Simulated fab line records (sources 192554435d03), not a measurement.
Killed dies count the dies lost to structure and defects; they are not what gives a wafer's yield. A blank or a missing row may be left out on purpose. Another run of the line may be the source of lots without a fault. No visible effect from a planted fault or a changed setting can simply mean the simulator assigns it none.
Chamber matching | flow n5 finfet | N5_HKMG_FIN_ETCH_58 on rie diel-04: 4 sister chambers
The step etches SOC in N2/H2, target depth 215.8 nm, time 741 s. 20 wafers are shown with their chamber, then 10 later ones without.

EACH WAFER AND ITS CHAMBER
wafer  | chamber | showerhead plenum p Torr (Torr) | drypump motor current A (A) | throttle valve pct (%)
L077.4 | 3       | 2.60                            | 5.0                         | 17.73
L077.5 | 2       | 2.60                            | 6.0                         | 17.35
L077.6 | 3       | 2.60                            | 5.0                         | 17.76
L080.1 | 0       | 2.42                            | 5.0                         | 17.86
L080.4 | 3       | 2.59                            | 5.0                         | 17.75
L080.6 | 2       | 2.60                            | 6.0                         | 17.36
L081.1 | 0       | 2.42                            | 5.0                         | 17.87
L081.3 | 1       | 2.49                            | 5.8                         | 17.85
L081.6 | 3       | 2.59                            | 5.0                         | 17.76
L082.1 | 1       | 2.49                            | 5.9                         | 17.88
L082.2 | 0       | 2.42                            | 5.0                         | 17.88
L082.3 | 3       | 2.59                            | 5.0                         | 17.74
L082.4 | 3       | 2.59                            | 5.0                         | 17.73
L082.5 | 0       | 2.42                            | 5.0                         | 17.86
L082.6 | 1       | 2.49                            | 5.8                         | 17.86
L083.1 | 1       | 2.49                            | 5.9                         | 17.88
L083.4 | 0       | 2.42                            | 5.0                         | 17.88
L083.5 | 3       | 2.59                            | 5.0                         | 17.75
L085.2 | 3       | 2.59                            | 5.0                         | 17.77
L085.3 | 0       | 2.42                            | 5.0                         | 17.89

SIGNATURES (means of the wafers above)
reading                  | chamber 0 | chamber 1 | chamber 2 | chamber 3 | scatter within a chamber
showerhead plenum p Torr | 2.4200    | 2.4900    | 2.6000    | 2.5925    | 0.00306
drypump motor current A  | 5.000     | 5.850     | 6.000     | 5.000     | 0.025
throttle valve pct       | 17.8733   | 17.8675   | 17.3550   | 17.7488   | 0.0136
Rule: for a wafer and a chamber, the distance is found by dividing, reading by reading, the gap between the wafer's reading and the chamber's mean by the reading's scatter, squaring, summing and taking the root. If the next closest chamber is less than 2 further off than the closest, the wafer can't be placed; otherwise it belongs to the closest. The scatter is the square root of a quotient: the sum, over the shown wafers, of each reading's squared deviation from its chamber's mean, divided by wafers minus chambers.

WAFERS WHOSE CHAMBER IS MISSING
wafer  | showerhead plenum p Torr (Torr) | drypump motor current A (A) | throttle valve pct (%)
L085.4 | 2.48                            | 5.9                         | 17.90
L087.2 | 2.59                            | 6.0                         | 17.39
L087.4 | 2.59                            | 6.0                         | 17.38
L087.5 | 2.59                            | 5.0                         | 17.78
L088.1 | 2.42                            | 5.0                         | 17.89
L088.2 | 2.48                            | 5.9                         | 17.91
L088.3 | 2.58                            | 5.0                         | 17.78
L088.4 | 2.59                            | 6.0                         | 17.38
L088.5 | 2.59                            | 6.0                         | 17.38
L088.6 | 2.58                            | 5.0                         | 17.78

THE CHAMBER EACH PASSED THROUGH
wafer  | from the rows above | in truth
L085.4 | 1                   | 1
L087.2 | 2                   | 2
L087.4 | 2                   | 2
L087.5 | 3                   | 3
L088.1 | 0                   | 0
L088.2 | 1                   | 1
L088.3 | 3                   | 3
L088.4 | 2                   | 2
L088.5 | 2                   | 2
L088.6 | 3                   | 3
Correct placement for 10 of the 10. Not placeable from these rows: 0. Placed wrongly: 0.
